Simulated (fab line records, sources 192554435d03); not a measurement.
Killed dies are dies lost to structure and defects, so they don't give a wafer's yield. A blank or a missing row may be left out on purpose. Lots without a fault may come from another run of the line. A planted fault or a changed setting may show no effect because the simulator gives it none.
fab line records | flow n5_finfet | part 1 of 2: steps 1 to 4 of 6
record lots=23 wafers=69 last_day=17
route steps=1938 shown BEOL_M5@1180 BEOL_M6@1214
lots that met no fault: from a run of the same line without faults
start_h: hours from the record's first day to the start of the lot's first wafer shown | wait_h: hours since the lot's step before | " the same as in the row above | L1.1+2: a row that stands for several wafers | - no value, or no start given | * or withheld: withheld | < > ~ a bound
route shown NAME@n: a module of which the file shows steps, and the number in the route of the first | usual: mean/standard deviation of fault-free wafers | same: alike in all rows | chamber/n: place in a boat | sites: the reading at each site | _std_site: their standard deviation | _edge_site: outer sites' mean less inner sites' | radius_mm: how far each site lies from the wafer's centre | mask NAME#n: copy n | behind: the tool/chamber that last shaped the wafer | hold: why the lot was held/for how many hours/how that ended | device: the transistor (n, p or np) that didn't switch | end of line: the same wafers' tests at the end of the route | a step without rows: its recipe alone | killed: dies lost to structure and defects at the first sort, not the wafer's yield | map: a wafer's dies, x killed, . not, _ none there
set.NAME: the setting as run; set.NAME@STEP: as run at that earlier step | model.NAME: the simulator's own value behind a step, which no gauge read
steps of the route over a sample of lots; a table a step, a row a wafer
services: from which hour (start_h, from the record's first day; less than 0 if before it) a tool's chamber was out of use, for how many hours, and why
## steps
# step N5_BEOL_M5_ANNEAL_84
# recipe temp_c=400 time_s=1800 ambient=vacuum
# usual heater_power_w=819/88
# columns lot.wafer tool chamber start_h wait_h heater_power_w
L074.1 pvd_sputter-02 - 178.91 0.0 838
L074.2 " - " " 713
L074.6 " - " " 812
L076.1 pvd_sputter-01 - 185.59 0.0 715
L076.3 " - " " 865
L076.4 " - " " 780
L077.2 pvd_sputter-03 - 201.79 0.0 820
L077.3 " - " " 868
L077.6 " - " " 862
L078.1 pvd_sputter-03 - 210.67 0.0 846
L078.2 " - " " 940
L078.5 " - " " 858
L079.1 pvd_sputter-01 - 212.26 0.0 794
L079.5 " - " " 770
L079.6 " - " " 696
L080.1 pvd_sputter-02 - 216.50 0.0 759
L080.2 " - " " 712
L080.6 " - " " 706
L081.3 pvd_sputter-01 - 219.51 0.0 982
L081.4 " - " " 778
L081.5 " - " " 871
L082.1 pvd_sputter-03 - 232.03 0.0 827
L082.3 " - " " 872
L082.4 " - " " 927
L083.4 pvd_sputter-02 - 243.88 0.0 747
L083.5 " - " " 781
L083.6 " - " " 705
L085.1 pvd_sputter-03 - 246.70 0.0 852
L085.3 " - " " 932
L085.6 " - " " 869
L084.2 pvd_sputter-02 - 249.08 0.0 843
L084.4 " - " " 707
L084.5 " - " " 700
L086.2 pvd_sputter-01 - 250.22 0.0 797
L086.4 " - " " 999
L086.6 " - " " 678
L087.1 pvd_sputter-03 - 252.60 0.0 880
L087.3 " - " " 869
L087.6 " - " " 929
L088.1 pvd_sputter-02 - 255.95 0.0 711
L088.5 " - " " 848
L088.6 " - " " 713
L091.1 pvd_sputter-02 - 285.97 0.0 798
L091.2 " - " " 728
L091.4 " - " " 709
L090.2 pvd_sputter-03 - 286.88 0.0 810
L090.5 " - " " 943
L090.6 " - " " 858
L089.3 pvd_sputter-01 - 287.20 0.0 757
L089.4 " - " " 706
L089.5 " - " " 700
L093.3 pvd_sputter-01 - 292.69 0.0 850
L093.4 " - " " 763
L093.5 " - " " 709
L092.2 pvd_sputter-03 - 294.01 0.0 882
L092.3 " - " " 837
L092.4 " - " " 819
L094.2 pvd_sputter-03 - 307.27 0.0 869
L094.3 " - " " 858
L094.5 " - " " 854
L095.4 pvd_sputter-02 - 313.14 0.0 689
L095.5 " - " " 713
L095.6 " - " " 765
L096.2 pvd_sputter-01 - 315.96 0.0 797
L096.3 " - " " 969
L096.6 " - " " 764
L097.1 pvd_sputter-01 - 320.60 0.0 981
L097.3 " - " " 699
L097.4 " - " " 785
# step N5_BEOL_M5_CMP_52
# recipe stop_on=SiCOH_lowk t_overpolish_s=6.9 down_force_psi=1 platen_rpm=50 clearing_platen_down_force_psi=1.5 clearing_platen_rpm=50 post_cmp_clean=cu_alkaline target_thk_nm=62 clearing_platen_pad_velocity_m_s=0.99484 pad_velocity_m_s=0.99484
# usual barrier_field_endpoint_s=24.7/0.6 clearing_platen_down_force_psi=1.4998/0.0029 motor_current_A=6.5/0.87 overpolish_run_s=6.899/0.0091 time_to_endpoint_s=62.2/2.7
# columns lot.wafer tool chamber start_h wait_h barrier_field_endpoint_s clearing_platen_down_force_psi motor_current_A overpolish_run_s time_to_endpoint_s
L074.2 cmp-01 2 181.54 0.2 25.7 1.4969 6.4 6.897 68.3
L074.1 " 0 " " 25.7 1.5003 7.2 6.895 68.5
L074.6 " 1 " " 25.4 1.5001 7.7 6.902 65.7
L076.4 cmp-02 2 188.22 0.2 24.6 1.5026 6.8 6.912 61.1
L076.3 " 3 " " 24.1 1.5073 5.6 6.905 61.3
L076.1 " 0 " " 25.3 1.5008 5.6 6.901 67.2
L077.3 cmp-02 3 206.32 0.2 25.7 1.4977 5.6 6.884 65.6
L077.2 " 0 " " 25.8 1.5007 5.6 6.905 63.5
L077.6 " 2 " " 25.1 1.5015 6.7 6.899 62.6
L078.2 cmp-02 1 213.34 0.3 23.3 1.4958 6.6 6.897 58.0
L078.1 " 2 " " 25.5 1.5006 6.7 6.904 66.7
L078.5 " 3 " " 24.7 1.5002 5.4 6.892 57.4
L079.1 cmp-02 3 214.89 0.3 24.4 1.5027 5.6 6.903 64.5
L079.6 " 2 " " 24.7 1.4971 6.5 6.897 65.0
L079.5 " 3 " " 24.3 1.5025 5.9 6.909 65.9
L080.1 cmp-01 1 219.13 0.3 24.0 1.5015 7.4 6.904 61.1
L080.2 " 2 " " 25.1 1.4987 6.6 6.887 60.2
L080.6 " 0 " " 24.5 1.5048 7.6 6.900 61.7
L081.3 cmp-01 1 222.10 0.2 24.6 1.5041 7.5 6.914 62.9
L081.4 " 0 " " 25.2 1.4982 7.7 6.917 64.7
L081.5 " 1 " " 25.5 1.5003 7.0 6.896 65.1
L082.3 cmp-03 2 234.63 0.2 23.3 1.4961 5.7 6.890 64.1
L082.1 " 3 " " 24.8 1.4989 5.8 6.902 64.6
L082.4 " 0 " " 24.8 1.5028 6.0 6.896 64.2
L083.4 cmp-01 0 246.73 0.4 25.2 1.4975 7.8 6.892 66.5
L083.5 " 2 " " 25.1 1.4939 6.4 6.900 63.8
L083.6 " 3 " " 25.1 1.5000 6.5 6.895 62.0
L085.1 cmp-03 3 249.51 0.3 24.5 1.4993 5.6 6.895 63.0
L085.3 " 0 " " 24.7 1.4993 6.1 6.892 61.8
L085.6 " 3 " " 25.1 1.4956 5.6 6.895 60.1
L084.2 cmp-01 0 252.07 0.6 23.6 1.5014 6.9 6.908 60.5
L084.4 " 2 " " 23.3 1.5039 6.3 6.904 57.9
L084.5 " 0 " " 24.2 1.5023 7.6 6.909 62.0
L086.2 cmp-02 0 252.85 0.2 24.5 1.4987 5.3 6.903 65.1
L086.4 " 1 " " 23.5 1.5060 7.0 6.897 59.0
L086.6 " 0 " " 24.4 1.5018 5.3 6.903 63.2
L087.3 cmp-03 3 255.45 0.2 25.4 1.4977 5.7 6.899 60.2
L087.1 " 0 " " 24.7 1.5040 6.1 6.917 61.4
L087.6 " 2 " " 24.6 1.4973 5.6 6.897 58.0
L088.1 cmp-03 2 258.55 0.3 25.4 1.4957 5.6 6.878 62.7
L088.5 " 2 " " 24.4 1.4970 5.4 6.898 58.2
L088.6 " 3 " " 25.3 1.4963 5.7 6.895 62.5
L091.2 cmp-03 0 288.56 0.2 24.8 1.4985 6.1 6.906 64.5
L091.4 " 1 " " 24.3 1.5002 8.1 6.886 57.6
L091.1 " 3 " " 25.1 1.5018 5.5 6.895 64.3
L090.2 cmp-01 1 289.61 0.3 25.1 1.5020 7.1 6.897 62.4
L090.5 " 1 " " 25.0 1.5028 7.6 6.912 64.0
L090.6 " 2 " " 24.4 1.5022 6.5 6.903 62.2
L089.4 cmp-03 2 289.84 0.2 25.0 1.5050 5.3 6.892 60.8
L089.3 " 0 " " 25.1 1.4996 6.3 6.880 63.0
L089.5 " 1 " " 24.1 1.5005 7.9 6.901 59.7
L093.3 cmp-01 0 295.32 0.2 25.0 1.4997 7.4 6.897 66.4
L093.4 " 2 " " 25.4 1.4985 6.4 6.899 63.8
L093.5 " 0 " " 25.1 1.5078 7.4 6.907 66.2
L092.4 cmp-03 0 296.60 0.1 25.1 1.4939 6.3 6.895 62.8
L092.2 " 2 " " 24.1 1.5015 5.5 6.922 60.6
L092.3 " 3 " " 24.1 1.5019 5.6 6.902 61.3
L094.3 cmp-03 3 310.38 0.7 25.4 1.5020 5.9 6.915 62.9
L094.2 " 0 " " 24.7 1.4974 5.9 6.891 62.6
L094.5 " 3 " " 25.4 1.5013 5.8 6.909 66.9
L095.4 cmp-02 2 315.81 0.2 25.2 1.5006 6.5 6.894 64.1
L095.5 " 0 " " 25.6 1.5014 5.6 6.912 62.6
L095.6 " 1 " " 24.7 1.4983 7.0 6.896 59.9
L096.2 cmp-01 1 318.55 0.2 24.0 1.4994 7.2 6.916 59.1
L096.3 " 0 " " 23.7 1.4961 7.3 6.882 60.6
L096.6 " 1 " " 24.0 1.4976 7.2 6.884 57.8
L097.3 cmp-03 2 323.20 0.2 25.3 1.4920 5.4 6.886 64.6
L097.4 " 3 " " 26.2 1.5019 5.7 6.910 67.5
L097.1 " 0 " " 25.7 1.5000 6.0 6.903 65.6
# step N5_BEOL_M6_STRIP_67
# recipe chemistry=CF4 resist=SiARC power_w=300 bias_power_w=75 pressure_mtorr=50 cf4_flow_sccm=150 rf_frequency_hz=6e+07
# usual drypump_motor_current_A=5.7/0.39 oes_product_au=0.82/0.042 rf_vpp_V=271.9/1.4 showerhead_plenum_p_Torr=1.82/0.055 throttle_valve_pct=13.44/0.25
# columns lot.wafer tool chamber start_h wait_h drypump_motor_current_A oes_product_au rf_hours_counter_h rf_vpp_V showerhead_plenum_p_Torr throttle_valve_pct
L074.1 rie_diel-06 1 183.79 0.0 6.1 0.78 107 271.0 1.74 13.56
L074.2 " 3 " " 5.8 0.83 74 270.9 1.88 13.33
L074.6 " 2 " " 5.1 0.86 - 271.4 1.81 13.06
L076.1 rie_diel-03 3 191.58 0.0 5.6 0.84 58 271.2 1.81 13.26
L076.3 " 2 " " 5.5 0.88 41 272.9 1.89 13.63
L076.4 " 2 " " 5.5 0.88 - 272.8 1.89 13.65
L077.2 rie_diel-02 3 209.18 0.0 4.9 0.79 98 270.1 1.81 13.25
L077.3 " 0 " " 6.4 0.89 38 270.1 1.77 13.72
L077.6 " 2 " " 5.6 0.67 - 270.8 1.75 13.72
L078.1 rie_diel-03 1 215.66 0.0 5.7 0.88 26 273.2 1.91 13.43
L078.2 " 2 " " 5.5 0.87 49 272.6 1.89 13.63
L078.5 " 0 " " 6.1 0.81 - 271.1 1.79 13.77
L079.1 rie_diel-06 0 217.90 0.0 6.1 0.83 69 274.6 1.87 13.08
L079.5 " 3 " " 5.8 0.81 - 272.7 1.88 13.38
L079.6 " 0 " " 6.1 0.83 - 272.4 1.87 13.08
L080.1 rie_diel-03 2 222.61 0.0 5.5 0.87 52 274.2 1.89 13.63
L080.2 " 0 " " 6.1 0.80 111 271.3 1.79 13.78
L080.6 " 3 " " 5.6 0.82 - 272.2 1.81 13.28
L081.3 rie_diel-06 3 225.81 0.0 5.8 0.82 89 273.8 1.88 13.38
L081.4 " 0 " " 6.1 0.82 71 271.0 1.87 13.10
L081.5 " 2 " " 5.1 0.83 - 272.3 1.80 13.05
L082.1 rie_diel-03 2 238.62 0.0 5.5 0.87 56 273.5 1.89 13.65
L082.3 " 1 " " 5.6 0.87 35 273.6 1.91 13.47
L082.4 " 0 " " 6.1 0.81 117 271.3 1.79 13.81
L083.4 rie_diel-06 0 251.14 0.0 6.1 0.82 81 273.5 1.87 13.11
L083.5 " 3 " " 5.8 0.80 - 272.8 1.88 13.39
L083.6 " 0 " " 6.1 0.82 - 274.1 1.87 13.12
L085.1 rie_diel-06 2 253.02 0.0 5.1 0.83 57 271.5 1.80 13.11
L085.3 " 1 " " 6.1 0.77 129 269.1 1.73 13.59
L085.6 " 1 " " 6.1 0.76 - 269.2 1.73 13.60
L084.2 rie_diel-06 3 255.96 0.0 5.8 0.81 99 272.8 1.88 13.39
L084.4 " 1 " " 6.1 0.76 129 271.7 1.73 13.60
L084.5 " 3 " " 5.8 0.80 - 272.5 1.88 13.41
L086.2 rie_diel-06 1 256.26 0.0 6.1 0.76 129 270.0 1.73 13.59
L086.4 " 0 " " 6.1 0.82 82 272.3 1.87 13.10
L086.6 " 0 " " 6.1 0.81 - 273.5 1.87 13.13
L087.1 rie_diel-03 1 259.51 0.0 5.6 0.87 42 273.0 1.90 13.48
L087.3 " 2 " " 5.5 0.84 63 272.6 1.89 13.66
L087.6 " 0 " " 6.1 0.80 - 271.1 1.79 13.81
L088.1 rie_diel-03 0 262.07 0.0 6.1 0.80 125 272.4 1.79 13.81
L088.5 " 2 " " 5.5 0.85 - 273.3 1.89 13.67
L088.6 " 3 " " 5.7 0.81 - 273.3 1.80 13.32
L091.1 rie_diel-06 1 291.16 0.0 6.1 0.76 140 270.7 1.73 13.62
L091.2 " 2 " " 5.1 0.81 69 271.6 1.80 13.12
L091.4 " 3 " " 5.8 0.79 112 273.2 1.87 13.45
L090.2 rie_diel-06 3 292.96 0.0 5.8 0.79 112 274.7 1.87 13.42
L090.5 " 2 " " 5.1 0.81 - 271.5 1.80 13.12
L090.6 " 1 " " 6.1 0.75 - 270.3 1.73 13.62
L089.3 rie_diel-02 3 293.22 0.0 4.9 0.77 130 273.0 1.80 13.31
L089.4 " 2 " " 5.6 0.92 17 271.3 1.74 13.15
L089.5 " 0 " " 6.4 0.86 - 270.1 1.77 13.77
L093.3 rie_diel-03 2 297.51 0.0 5.5 0.83 77 274.2 1.88 13.71
L093.4 " 1 " " 5.7 0.84 56 276.0 1.90 13.50
L093.5 " 1 " " 5.7 0.85 - 272.3 1.90 13.51
L092.2 rie_diel-02 2 301.12 0.0 5.6 0.91 20 270.6 1.74 13.17
L092.3 " 3 " " 4.9 0.77 134 271.4 1.80 13.34
L092.4 " 0 " " 6.4 0.84 73 270.3 1.76 13.80
L094.2 rie_diel-06 2 313.64 0.0 5.1 0.80 76 272.5 1.79 13.13
L094.3 " 1 " " 6.1 0.75 148 271.7 1.72 13.65
L094.5 " 0 " " 6.1 0.79 - 271.6 1.86 13.17
L095.4 rie_diel-03 1 318.24 0.0 5.6 0.83 65 273.6 1.90 13.52
L095.5 " 3 " " 5.7 0.79 - 272.6 1.80 13.38
L095.6 " 0 " " 6.1 0.78 - 270.1 1.78 13.86
L096.2 rie_diel-03 1 321.84 0.0 5.6 0.83 66 273.6 1.90 13.53
L096.3 " 3 " " 5.7 0.78 104 271.3 1.80 13.36
L096.6 " 3 " " 5.7 0.79 - 272.9 1.80 13.39
L097.1 rie_diel-02 3 325.91 0.0 4.9 0.76 141 270.0 1.80 13.35
L097.3 " 1 " " 5.7 0.88 37 271.9 1.82 13.20
L097.4 " 0 " " 6.5 0.84 81 270.3 1.76 13.82
# step N5_BEOL_M6_STRIP_19
# recipe chemistry=O2 power_w=400 temp_c=40 pressure_mtorr=30 rf_frequency_hz=6e+07 bias_power_w=0 overash_fraction=0.2 o2_flow_sccm=225
# usual drypump_motor_current_A=5.7/0.46 oes_product_au=0.83/0.064 rf_vpp_V=3.7/0.59 showerhead_plenum_p_Torr=2.13/0.07 throttle_valve_pct=16.56/0.23
# columns lot.wafer tool chamber start_h wait_h drypump_motor_current_A oes_product_au rf_hours_counter_h rf_vpp_V showerhead_plenum_p_Torr throttle_valve_pct
L074.1 rie_diel-06 1 184.07 0.2 6.1 0.78 107 4.7 2.04 16.74
L074.2 " 0 " " 6.2 0.84 56 2.9 2.24 16.31
L074.6 " 1 " " 6.1 0.77 - 3.8 2.04 16.73
L076.1 rie_diel-02 2 191.90 0.2 5.6 0.67 248 4.5 2.07 16.84
L076.3 " 3 " " 4.9 0.81 90 5.0 2.13 16.38
L076.4 " 0 " " 6.4 0.94 - 2.6 2.04 16.74
L077.2 rie_diel-02 3 209.33 0.1 4.9 0.79 98 3.9 2.13 16.40
L077.3 " 2 " " 5.6 0.66 256 3.7 2.07 16.89
L077.6 " 2 " " 5.6 0.66 - 5.1 2.07 16.90
L078.1 rie_diel-02 0 215.81 0.1 6.4 0.91 41 4.2 2.04 16.74
L078.2 " 3 " " 4.9 0.80 101 4.3 2.13 16.41
L078.5 " 0 " " 6.4 0.91 - 4.4 2.04 16.75
L079.1 rie_diel-03 0 218.30 0.3 6.1 0.81 110 3.7 2.09 16.87
L079.5 " 3 " " 5.6 0.84 - 3.5 2.13 16.50
L079.6 " 2 " " 5.5 0.88 - 4.5 2.22 16.79
L080.1 rie_diel-06 0 222.76 0.1 6.1 0.83 70 4.3 2.23 16.34
L080.2 " 3 " " 5.8 0.84 88 3.0 2.19 16.36
L080.6 " 2 " " 5.1 0.86 - 4.1 2.13 16.23
L081.3 rie_diel-03 3 225.97 0.1 5.6 0.82 69 3.4 2.13 16.51
L081.4 " 1 " " 5.7 0.89 30 4.0 2.25 16.61
L081.5 " 1 " " 5.6 0.89 - 3.1 2.25 16.64
L082.1 rie_diel-06 2 238.78 0.1 5.1 0.84 53 4.1 2.13 16.26
L082.3 " 0 " " 6.1 0.82 77 4.3 2.23 16.33
L082.4 " 3 " " 5.8 0.83 94 4.0 2.19 16.39
L083.4 rie_diel-02 0 251.29 0.1 6.5 0.89 56 2.5 2.03 16.79
L083.5 " 1 " " 5.7 0.95 - 3.6 2.13 16.19
L083.6 " 0 " " 6.5 0.87 - 4.2 2.03 16.79
L085.1 rie_diel-06 0 253.29 0.2 6.1 0.82 81 3.8 2.23 16.34
L085.3 " 2 " " 5.1 0.84 57 2.2 2.13 16.28
L085.6 " 2 " " 5.1 0.83 - 3.9 2.13 16.25
L084.2 rie_diel-02 2 256.16 0.1 5.6 0.98 3 3.6 2.06 16.39
L084.4 " 3 " " 4.9 0.78 118 3.6 2.12 16.41
L084.5 " 1 " " 5.7 0.94 - 4.8 2.13 16.17
L086.2 rie_diel-06 2 256.42 0.1 5.2 0.83 57 3.1 2.13 16.28
L086.4 " 0 " " 6.1 0.82 82 3.6 2.23 16.36
L086.6 " 1 " " 6.1 0.76 - 3.5 2.04 16.79
L087.1 rie_diel-06 1 259.73 0.2 6.1 0.76 131 3.7 2.04 16.78
L087.3 " 3 " " 5.8 0.82 101 3.1 2.18 16.38
L087.6 " 3 " " 5.7 0.82 - 3.3 2.18 16.40
L088.1 rie_diel-06 0 262.29 0.1 6.1 0.81 85 3.5 2.22 16.37
L088.5 " 2 " " 5.1 0.85 - 3.2 2.13 16.27
L088.6 " 3 " " 5.7 0.81 - 3.6 2.18 16.39
L091.1 rie_diel-03 0 291.31 0.1 6.1 0.79 136 4.0 2.08 16.94
L091.2 " 1 " " 5.6 0.86 54 2.8 2.25 16.68
L091.4 " 3 " " 5.6 0.79 92 4.1 2.13 16.55
L090.2 rie_diel-02 2 293.24 0.2 5.6 0.95 17 3.8 2.06 16.42
L090.5 " 0 " " 6.5 0.86 - 2.8 2.03 16.81
L090.6 " 3 " " 4.9 0.77 - 3.8 2.12 16.44
L089.3 rie_diel-06 2 293.37 0.1 5.1 0.82 69 4.2 2.12 16.29
L089.4 " 3 " " 5.8 0.80 113 2.9 2.18 16.40
L089.5 " 2 " " 5.1 0.83 - 3.0 2.12 16.26
L093.3 rie_diel-03 0 297.66 0.1 6.1 0.78 138 3.6 2.08 16.94
L093.4 " 1 " " 5.7 0.85 56 3.7 2.24 16.68
L093.5 " 0 " " 6.2 0.78 - 3.8 2.08 16.95
L092.2 rie_diel-06 2 301.39 0.2 5.1 0.82 73 2.6 2.12 16.31
L092.3 " 0 " " 6.2 0.80 99 4.0 2.22 16.39
L092.4 " 3 " " 5.8 0.80 116 4.5 2.18 16.42
L094.2 rie_diel-02 3 313.93 0.2 4.9 0.75 138 3.1 2.11 16.47
L094.3 " 1 " " 5.7 0.89 34 3.9 2.12 16.24
L094.5 " 0 " " 6.4 0.85 - 4.0 2.03 16.82
L095.4 rie_diel-03 2 318.39 0.1 5.5 0.84 85 3.3 2.20 16.85
L095.5 " 0 " " 6.1 0.78 - 4.3 2.08 16.96
L095.6 " 1 " " 5.6 0.84 - 4.0 2.24 16.72
L096.2 rie_diel-06 1 321.99 0.1 6.1 0.73 150 4.8 2.03 16.82
L096.3 " 2 " " 5.1 0.81 79 3.9 2.12 16.28
L096.6 " 2 " " 5.1 0.82 - 2.9 2.12 16.33
L097.1 rie_diel-02 0 326.07 0.1 6.4 0.85 81 4.0 2.02 16.83
L097.3 " 2 " " 5.6 0.90 28 3.8 2.06 16.43
L097.4 " 3 " " 4.9 0.76 141 3.3 2.11 16.47
